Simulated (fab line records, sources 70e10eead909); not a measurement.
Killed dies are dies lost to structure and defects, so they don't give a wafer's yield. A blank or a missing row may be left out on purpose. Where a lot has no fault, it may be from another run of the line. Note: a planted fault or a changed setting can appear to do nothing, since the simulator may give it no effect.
3 desks looking at one fault ; flow nand-harc ; only its own numbers are on each desk; what lay behind them is given at the end

== THE DEFECT DESK ==
For each lot, the counts of the inspections along the route, averaged over the sampled wafers that have a number. Any lot whose mean is over 4 standard deviations away from the usual mean is out of limits and marked OUT; that distance is given in the brackets.
Columns: A = raw-defect-count at NHARC_HYBRID_BOND_INSPECT_06, usual 31
lot;first seen here;A
L517;day 18 13:32;15
L516;day 19 02:14;8
L515;day 19 02:15;28
L518;day 19 13:23;39
L520;day 19 17:39;28
L519;day 19 17:40;24
L521;day 20 08:08;25
L522;day 20 17:14;22
L523;day 20 17:14;26
L524;day 20 21:38;49
L528;day 22 12:49;34
L535;day 24 04:46;29
L537;day 24 04:47;55
This desk's finding: nothing out of limits on any of the 13 lots.

== THE METROLOGY DESK ==
What the gauges read for every lot (on any tool): the sampled wafers with a number, averaged. Any lot whose mean is over 4 standard deviations away from the usual mean is out of limits and marked OUT; that distance is given in the brackets.
Columns: A = thk-nm at NHARC_THIN_TSV_THK_MEAS_02, usual 2973 nm; B = cd-nm at NHARC_THIN_TSV_CD_MEAS_16, usual 1000.4 nm
lot;first seen here;A;B
L517;day 18 16:22;2919;1001.3
L516;day 19 03:53;2989;999.0
L515;day 19 05:05;3107;999.7
L518;day 19 15:01;3059;999.9
L520;day 19 19:20;2845;999.9
L519;day 19 20:32;2911;1000.0
L521;day 20 09:45;2960;999.9
L522;day 20 19:17;3333;1000.4
L523;day 20 20:53;2940;1000.6
L524;day 21 00:28;2736;1000.3
L528;day 22 15:41;2868;1000.5
L535;day 24 07:37;2776;1002.5
L537;day 24 10:01;3075;1000.4
This desk's finding: nothing out of limits on any of the 13 lots.

== THE TOOL OWNER'S DESK: pvd-sputter-03 ==
The tool's own readings at NHARC_P_M0_PVD_21 (deposits Cu, target thk 30 nm, time 20.49 s): means of the sampled wafers that have a number, for each lot that ran on this tool. Any lot whose mean is over 4 standard deviations away from the usual mean is out of limits and marked OUT; that distance is given in the brackets.
Columns: A = cathode-dc-power-W at NHARC_P_M0_PVD_21, usual 5000.0 W; B = throttle-valve-pct at NHARC_P_M0_PVD_21, usual 29.9 %
lot;first seen here;A;B
L515;day 6 10:19;5000.2;30.9
L517;day 6 11:32;4999.7;29.8
L519;day 7 02:00;5000.6;30.7
L522;day 7 19:51;5000.2;30.6
L523;day 8 02:19;4999.7;29.9
L528;day 9 22:03;5000.2;29.8
This desk's finding: nothing out of limits on any of the 6 lots.

== ALL TOGETHER ==
The defect desk saw nothing out of limits.
From the metrology desk's view, nothing was out of limits.
Nothing out of limits was seen by the tool owner's desk.

== WHAT WAS PUT IN BY THE SIMULATOR ==
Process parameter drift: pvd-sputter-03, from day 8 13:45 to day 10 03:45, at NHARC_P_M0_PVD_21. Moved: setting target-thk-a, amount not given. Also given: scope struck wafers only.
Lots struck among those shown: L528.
